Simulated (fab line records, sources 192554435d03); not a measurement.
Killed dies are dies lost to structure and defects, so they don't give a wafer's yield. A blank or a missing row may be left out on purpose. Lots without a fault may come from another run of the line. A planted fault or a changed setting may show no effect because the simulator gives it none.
fab line records | flow n5_finfet | part 2 of 2: steps 27 to 27 of 27
record lots=6 wafers=18 last_day=17
route steps=1938 shown BEOL_M0@719 BEOL_M4@1111 PASSIVATION@1936
lots that met no fault: from a run of the same line without faults
start_h: hours from the record's first day to the start of the lot's first wafer shown | wait_h: hours since the lot's step before | " the same as in the row above | L1.1+2: a row that stands for several wafers | - no value, or no start given | * or withheld: withheld | < > ~ a bound
route shown NAME@n: a module of which the file shows steps, and the number in the route of the first | usual: mean/standard deviation of fault-free wafers | same: alike in all rows | chamber/n: place in a boat | sites: the reading at each site | _std_site: their standard deviation | _edge_site: outer sites' mean less inner sites' | radius_mm: how far each site lies from the wafer's centre | mask NAME#n: copy n | behind: the tool/chamber that last shaped the wafer | hold: why the lot was held/for how many hours/how that ended | device: the transistor (n, p or np) that didn't switch | end of line: the same wafers' tests at the end of the route | a step without rows: its recipe alone | killed: dies lost to structure and defects at the first sort, not the wafer's yield | map: a wafer's dies, x killed, . not, _ none there
set.NAME: the setting as run; set.NAME@STEP: as run at that earlier step | model.NAME: the simulator's own value behind a step, which no gauge read
lots at some steps of the route; a table a step, a row a wafer
services: from which hour (start_h, from the record's first day; less than 0 if before it) a tool's chamber was out of use, for how many hours, and why
## steps
# step N5_PASSIVATION_PROBE_49
# usual defect_limited_yield=90.9/1.5 killed_at_M0_to_M3=36/10 killed_at_M4_up=13/5.5 killed_at_contacts=12/5.6 killed_at_front_end=42/12 killed_at_other=4/3.2 killed_dies=108/18 killed_on_rim=15/4.1 killed_open=71/13 killed_short=34/7.8 sort_bin_5_function=5.4/1 sort_bin_6_memory=3.4/0.68 sort_n_pass=1072/18 sort_yield_pct=90.9/1.5
# same gross_dies=1180 killed_at_back_side=0 sort_bin_4_leakage[%]=0 sort_bin_8_speed[%]=0
# columns lot.wafer tool chamber start_h wait_h defect_limited_yield[%] killed_at_M0_to_M3 killed_at_M4_up killed_at_contacts killed_at_front_end killed_at_other killed_dies killed_on_rim killed_open killed_short sort_bin_5_function[%] sort_bin_6_memory[%] sort_n_pass sort_yield_pct[%]
L248.1 prober-02 - 275.93 0.0 90.7 38 11 5 48 8 110 17 76 32 5.8 3.3 1070 90.7
L248.2 prober-02 - 275.98 0.1 91.1 36 17 4 45 3 105 8 73 30 5.3 3.4 1075 91.1
L248.3 prober-02 - 276.03 0.1 89.2 36 13 10 64 4 127 19 85 35 6.1 4.1 1053 89.2
L250.3 prober-02 - 283.44 0.1 89.7 36 25 10 48 2 121 17 75 46 6.5 3.3 1059 89.7
L250.5 prober-02 - 283.54 0.2 88.9 34 16 12 59 10 131 14 100 29 5.9 4.7 1049 88.9
L250.6 prober-02 - 283.59 0.3 91.3 26 11 21 32 13 103 10 69 34 4.1 4.4 1077 91.3
L256.1 prober-01 - 339.66 0.0 0 1131 5 12 30 2 1180 152 61 39 97.0 2.9 0 0
L256.3 prober-01 - 339.76 0.1 0 1108 12 23 35 2 1180 152 78 41 95.3 4.4 0 0
L256.4 prober-01 - 339.81 0.2 0 1092 11 20 55 2 1180 152 90 34 96.0 3.7 0 0
L257.1 prober-02 - 340.49 0.0 0 1114 13 13 36 4 1180 152 85 26 95.7 3.8 0 0
L257.4 prober-02 - 340.64 0.2 0 1125 8 12 26 9 1180 152 80 23 96.9 3.1 0 0
L257.5 prober-02 - 340.69 0.2 0 1116 4 10 49 1 1180 152 82 27 96.8 3.1 0 0
L267.2 prober-02 - 399.00 0.1 87.4 49 31 18 50 1 149 23 100 49 7.7 4.5 1031 87.4
L267.3 prober-02 - 399.05 0.1 89.3 48 14 14 47 3 126 12 74 50 6.1 3.9 1054 89.3
L267.4 prober-02 - 399.10 0.2 87.7 47 27 17 50 4 145 23 99 46 7.6 3.7 1035 87.7
L266.1 prober-01 - 399.11 0.0 91.5 29 4 17 37 13 100 12 63 36 4.6 3.6 1080 91.5
L266.2 prober-01 - 399.16 0.1 90.5 53 9 10 32 8 112 12 74 38 5.6 3.5 1068 90.5
L266.5 prober-01 - 399.31 0.2 89.7 38 13 18 47 6 122 13 85 37 5.8 4.4 1058 89.7
# killed by level:class
L248.1 STI_FIN_REVEAL:geometric_particle:open=23 BEOL_M3:geometric_particle:open=15 BEOL_M1:geometric_particle:open=6 FIN_SAQP:geometric_particle:open=5 FIN_SAQP:geometric_particle:short=5 STI_FIN_REVEAL:geometric_particle:short=5 BEOL_M2:geometric_particle:open=5 MOL_CONTACT_COAG:geometric_particle:open=4
L248.2 STI_FIN_REVEAL:geometric_particle:open=16 BEOL_M3:geometric_particle:open=12 BEOL_M2:geometric_particle:open=7 BEOL_M0_SAQP:geometric_particle:short=6 FIN_SAQP:geometric_particle:open=5 FIN_SAQP:geometric_particle:short=5 STI_FIN_REVEAL:geometric_particle:short=5 BEOL_M4:geometric_particle:open=5
L248.3 STI_FIN_REVEAL:geometric_particle:open=16 FIN_SAQP:geometric_particle:open=10 BEOL_M3:geometric_particle:open=9 GATE_CUT:geometric_particle:short=9 BEOL_M4:geometric_particle:open=8 BEOL_M0_SAQP:geometric_particle:short=7 BEOL_M2:geometric_particle:open=7 MOL_CONTACT_COAG:geometric_particle:open=6
L250.3 FIN_SAQP:geometric_particle:open=13 BEOL_M0_SAQP:geometric_particle:short=11 BEOL_M4:geometric_particle:open=10 BEOL_M2:geometric_particle:open=9 MOL_CONTACT_COAG:geometric_particle:open=8 GATE_CUT:geometric_particle:short=7 BEOL_M0_SAQP:geometric_particle:open=7 STI_FIN_REVEAL:geometric_particle:open=6
L250.5 FIN_SAQP:geometric_particle:open=28 STI_FIN_REVEAL:geometric_particle:open=10 BEOL_M1:geometric_particle:open=10 BEOL_M2:geometric_particle:open=10 BEOL_M4:geometric_particle:open=8 MOL_CONTACT_COAG:geometric_particle:open=7 PAD_METAL:geometric_particle:open=6 FIN_SAQP:geometric_particle:short=5
L250.6 MOL_CONTACT_COAG:geometric_particle:open=18 FIN_SAQP:geometric_particle:open=11 PAD_METAL:geometric_particle:short=8 BEOL_M0_SAQP:geometric_particle:open=5 BEOL_M0_SAQP:geometric_particle:short=5 BEOL_M2:geometric_particle:open=5 PAD_METAL:geometric_particle:open=5 STI_FIN_REVEAL:geometric_particle:open=4
L256.1 BEOL_M0:area_ald=1079 BEOL_M3:geometric_particle:open=13 BEOL_M2:geometric_particle:open=11 FIN_SAQP:geometric_particle:short=10 MOL_CONTACT_COAG:geometric_particle:open=8 BEOL_M0_SAQP:geometric_particle:open=8 BEOL_M0_SAQP:geometric_particle:short=7 BEOL_M1:geometric_particle:open=5
L256.3 BEOL_M0:area_ald=1059 MOL_CONTACT_COAG:geometric_particle:open=16 BEOL_M3:geometric_particle:open=11 BEOL_M0_SAQP:geometric_particle:open=9 FIN_SAQP:geometric_particle:short=8 BEOL_M0_SAQP:geometric_particle:short=8 FIN_SAQP:geometric_particle:open=7 MOL_CONTACT_COAG:geometric_particle:short=7
L256.4 BEOL_M0:area_ald=1056 FIN_SAQP:geometric_particle:short=16 MOL_CONTACT_COAG:geometric_particle:open=16 STI_FIN_REVEAL:geometric_particle:open=13 FIN_SAQP:geometric_particle:open=10 BEOL_M2:geometric_particle:open=8 BEOL_M0_SAQP:geometric_particle:open=6 BEOL_M3:geometric_particle:open=6
L257.1 BEOL_M0:area_ald=1067 MOL_CONTACT_COAG:geometric_particle:open=12 BEOL_M2:geometric_particle:open=12 BEOL_M3:geometric_particle:open=12 BEOL_M1:geometric_particle:open=10 STI_FIN_REVEAL:geometric_particle:open=9 FIN_SAQP:geometric_particle:open=8 STI_FIN_REVEAL:geometric_particle:short=5
L257.4 BEOL_M0:area_ald=1076 BEOL_M3:geometric_particle:open=14 BEOL_M1:geometric_particle:open=13 BEOL_M2:geometric_particle:open=13 MOL_CONTACT_COAG:geometric_particle:open=12 STI_FIN_REVEAL:geometric_particle:open=6 BEOL_M5:geometric_particle:open=5 FIN_SAQP:geometric_particle:open=4
L257.5 BEOL_M0:area_ald=1071 BEOL_M3:geometric_particle:open=15 STI_FIN_REVEAL:geometric_particle:open=14 BEOL_M2:geometric_particle:open=14 DUMMY_GATE:geometric_particle:open=9 MOL_CONTACT_COAG:geometric_particle:open=8 BEOL_M1:geometric_particle:open=8 STARTING-WAFER:geometric_particle:short=7
L267.2 BEOL_M0_SAQP:geometric_particle:open=18 BEOL_M0_SAQP:geometric_particle:short=17 STI_FIN_REVEAL:geometric_particle:open=16 BEOL_M4:geometric_particle:open=13 FIN_SAQP:geometric_particle:open=11 MOL_CONTACT_COAG:geometric_particle:open=10 MOL_CONTACT_COAG:geometric_particle:short=8 BEOL_M4:geometric_particle:short=8
L267.3 FIN_SAQP:geometric_particle:short=16 BEOL_M0_SAQP:geometric_particle:short=14 MOL_CONTACT_COAG:geometric_particle:open=12 BEOL_M0_SAQP:geometric_particle:open=11 STI_FIN_REVEAL:geometric_particle:open=8 BEOL_M2:geometric_particle:open=8 BEOL_M1:geometric_particle:open=6 BEOL_M3:geometric_particle:open=6
L267.4 BEOL_M4:geometric_particle:open=15 FIN_SAQP:geometric_particle:open=14 MOL_CONTACT_COAG:geometric_particle:open=14 FIN_SAQP:geometric_particle:short=12 BEOL_M0_SAQP:geometric_particle:open=11 BEOL_M0_SAQP:geometric_particle:short=11 BEOL_M3:geometric_particle:open=9 BEOL_M1:geometric_particle:open=6
L266.1 FIN_SAQP:geometric_particle:open=11 MOL_CONTACT_COAG:geometric_particle:open=10 FIN_SAQP:geometric_particle:short=8 BEOL_M0_SAQP:geometric_particle:short=8 MOL_CONTACT_COAG:geometric_particle:short=7 BEOL_M1:geometric_particle:open=5 BEOL_M2:geometric_particle:open=5 BEOL_M0_SAQP:geometric_particle:open=4
L266.2 BEOL_M0_SAQP:geometric_particle:short=18 BEOL_M1:geometric_particle:open=13 BEOL_M0_SAQP:geometric_particle:open=8 MOL_CONTACT_COAG:geometric_particle:open=8 FIN_SAQP:geometric_particle:open=5 STI_FIN_REVEAL:geometric_particle:open=5 MIM_TOP_ETCH:geometric_particle:open=5 BEOL_M2:geometric_particle:open=5
L266.5 FIN_SAQP:geometric_particle:open=15 MOL_CONTACT_COAG:geometric_particle:open=15 FIN_SAQP:geometric_particle:short=10 BEOL_M3:geometric_particle:open=9 BEOL_M4:geometric_particle:open=7 BEOL_M2:geometric_particle:open=7 DUMMY_GATE:geometric_particle:open=6 BEOL_M0_SAQP:geometric_particle:short=6
# map L256.1 (x killed, . not)
_________________xxxxxxxxxxxx________________
______________xxxxxxxxxxxxxxxxxx_____________
___________xxxxxxxxxxxxxxxxxxxxxxxx__________
__________xxxxxxxxxxxxxxxxxxxxxxxxxx_________
________xxxxxxxxxxxxxxxxxxxxxxxxxxxxxx_______
_______xxxxxxxxxxxxxxxxxxxxxxxxxxxxxxxx______
______xxxxxxxxxxxxxxxxxxxxxxxxxxxxxxxxxx_____
_____xxxxxxxxxxxxxxxxxxxxxxxxxxxxxxxxxxxx____
____xxxxxxxxxxxxxxxxxxxxxxxxxxxxxxxxxxxxxx___
___xxxxxxxxxxxxxxxxxxxxxxxxxxxxxxxxxxxxxxxx__
___xxxxxxxxxxxxxxxxxxxxxxxxxxxxxxxxxxxxxxxx__
__xxxxxxxxxxxxxxxxxxxxxxxxxxxxxxxxxxxxxxxxxx_
__xxxxxxxxxxxxxxxxxxxxxxxxxxxxxxxxxxxxxxxxxx_
_xxxxxxxxxxxxxxxxxxxxxxxxxxxxxxxxxxxxxxxxxxxx
_xxxxxxxxxxxxxxxxxxxxxxxxxxxxxxxxxxxxxxxxxxxx
_xxxxxxxxxxxxxxxxxxxxxxxxxxxxxxxxxxxxxxxxxxxx
_xxxxxxxxxxxxxxxxxxxxxxxxxxxxxxxxxxxxxxxxxxxx
_xxxxxxxxxxxxxxxxxxxxxxxxxxxxxxxxxxxxxxxxxxxx
_xxxxxxxxxxxxxxxxxxxxxxxxxxxxxxxxxxxxxxxxxxxx
_xxxxxxxxxxxxxxxxxxxxxxxxxxxxxxxxxxxxxxxxxxxx
_xxxxxxxxxxxxxxxxxxxxxxxxxxxxxxxxxxxxxxxxxxxx
__xxxxxxxxxxxxxxxxxxxxxxxxxxxxxxxxxxxxxxxxxx_
__xxxxxxxxxxxxxxxxxxxxxxxxxxxxxxxxxxxxxxxxxx_
___xxxxxxxxxxxxxxxxxxxxxxxxxxxxxxxxxxxxxxxx__
___xxxxxxxxxxxxxxxxxxxxxxxxxxxxxxxxxxxxxxxx__
____xxxxxxxxxxxxxxxxxxxxxxxxxxxxxxxxxxxxxx___
_____xxxxxxxxxxxxxxxxxxxxxxxxxxxxxxxxxxxx____
______xxxxxxxxxxxxxxxxxxxxxxxxxxxxxxxxxx_____
_______xxxxxxxxxxxxxxxxxxxxxxxxxxxxxxxx______
________xxxxxxxxxxxxxxxxxxxxxxxxxxxxxx_______
__________xxxxxxxxxxxxxxxxxxxxxxxxxx_________
___________xxxxxxxxxxxxxxxxxxxxxxxx__________
______________xxxxxxxxxxxxxxxxxx_____________
_________________xxxxxxxxxxxx________________
# map L257.1 (x killed, . not)
_________________xxxxxxxxxxxx________________
______________xxxxxxxxxxxxxxxxxx_____________
___________xxxxxxxxxxxxxxxxxxxxxxxx__________
__________xxxxxxxxxxxxxxxxxxxxxxxxxx_________
________xxxxxxxxxxxxxxxxxxxxxxxxxxxxxx_______
_______xxxxxxxxxxxxxxxxxxxxxxxxxxxxxxxx______
______xxxxxxxxxxxxxxxxxxxxxxxxxxxxxxxxxx_____
_____xxxxxxxxxxxxxxxxxxxxxxxxxxxxxxxxxxxx____
____xxxxxxxxxxxxxxxxxxxxxxxxxxxxxxxxxxxxxx___
___xxxxxxxxxxxxxxxxxxxxxxxxxxxxxxxxxxxxxxxx__
___xxxxxxxxxxxxxxxxxxxxxxxxxxxxxxxxxxxxxxxx__
__xxxxxxxxxxxxxxxxxxxxxxxxxxxxxxxxxxxxxxxxxx_
__xxxxxxxxxxxxxxxxxxxxxxxxxxxxxxxxxxxxxxxxxx_
_xxxxxxxxxxxxxxxxxxxxxxxxxxxxxxxxxxxxxxxxxxxx
_xxxxxxxxxxxxxxxxxxxxxxxxxxxxxxxxxxxxxxxxxxxx
_xxxxxxxxxxxxxxxxxxxxxxxxxxxxxxxxxxxxxxxxxxxx
_xxxxxxxxxxxxxxxxxxxxxxxxxxxxxxxxxxxxxxxxxxxx
_xxxxxxxxxxxxxxxxxxxxxxxxxxxxxxxxxxxxxxxxxxxx
_xxxxxxxxxxxxxxxxxxxxxxxxxxxxxxxxxxxxxxxxxxxx
_xxxxxxxxxxxxxxxxxxxxxxxxxxxxxxxxxxxxxxxxxxxx
_xxxxxxxxxxxxxxxxxxxxxxxxxxxxxxxxxxxxxxxxxxxx
__xxxxxxxxxxxxxxxxxxxxxxxxxxxxxxxxxxxxxxxxxx_
__xxxxxxxxxxxxxxxxxxxxxxxxxxxxxxxxxxxxxxxxxx_
___xxxxxxxxxxxxxxxxxxxxxxxxxxxxxxxxxxxxxxxx__
___xxxxxxxxxxxxxxxxxxxxxxxxxxxxxxxxxxxxxxxx__
____xxxxxxxxxxxxxxxxxxxxxxxxxxxxxxxxxxxxxx___
_____xxxxxxxxxxxxxxxxxxxxxxxxxxxxxxxxxxxx____
______xxxxxxxxxxxxxxxxxxxxxxxxxxxxxxxxxx_____
_______xxxxxxxxxxxxxxxxxxxxxxxxxxxxxxxx______
________xxxxxxxxxxxxxxxxxxxxxxxxxxxxxx_______
__________xxxxxxxxxxxxxxxxxxxxxxxxxx_________
___________xxxxxxxxxxxxxxxxxxxxxxxx__________
______________xxxxxxxxxxxxxxxxxx_____________
_________________xxxxxxxxxxxx________________
## services
# columns tool chamber start_h hours kind
ald_metal-01 3 115.70 279.0 repair
ald_metal-02 2 118.15 5.5 repair
rie_diel-02 0 126.72 16.1 repair
cmp-03 - 135.41 4.0 pm
cmp-04 - 145.63 1.0 repair
ald_metal-01 - 147.30 0.9 repair
rie_diel-06 1 151.02 - clean
rie_diel-06 1 151.02 - consumable_replace:focus_ring
cmp-04 - 154.06 1.0 repair
rie_diel-05 1 162.15 36.3 repair
ald_metal-03 0 163.31 4.2 repair
ald_metal-01 2 189.20 28.2 repair
cmp-04 - 191.97 1.2 repair
rie_diel-06 2 197.89 1.5 repair
rie_diel-02 1 198.27 1.6 repair
ald_metal-02 - 199.93 1.4 repair
ald_metal-01 - 203.70 0.3 repair
rie_diel-06 0 220.63 6.6 repair
cmp-04 - 222.71 5.0 pm
ald_metal-03 - 227.70 28.1 pm
rie_diel-02 - 229.71 0.5 repair
ald_metal-02 - 229.87 1.3 repair
cmp-02 - 235.02 4.0 pm
ald_metal-02 1 236.96 4.1 repair
## key
first_sign step=N5_BEOL_M0_ALD_136 reading=tool_record direction=missing
effect step=N5_BEOL_M0_CMP_120 reading=barrier_field_endpoint_s direction=down sigmas=15 usual=3.69 struck=1.72
effect step=N5_PASSIVATION_PROBE_49 reading=killed_at_M0_to_M3 direction=up sigmas=99+ usual=36 struck=1114
more_kills_born_at N5_BEOL_M0_ALD_136@ald_metal-03=3214 N5_BEOL_M0_ALD_136@ald_metal-02=3188
met_at N5_BEOL_M0_ALD_136
struck_wafers L256.1,L256.3,L256.4,L257.1,L257.4,L257.5
later_rows_left_out L256.1,L256.3,L256.4,L257.1,L257.4,L257.5
onset_between 136.25 171.35
fault kind=skipped_step_whole tool=ald_metal-02,ald_metal-03 chamber=- onset_h=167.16 steps=N5_BEOL_M0_ALD_136 scope=struck_lots_only
# later_rows_left_out: the simulator's readings of these wafers behind a module that went badly wrong aren't trusted and aren't shown, but for the sort
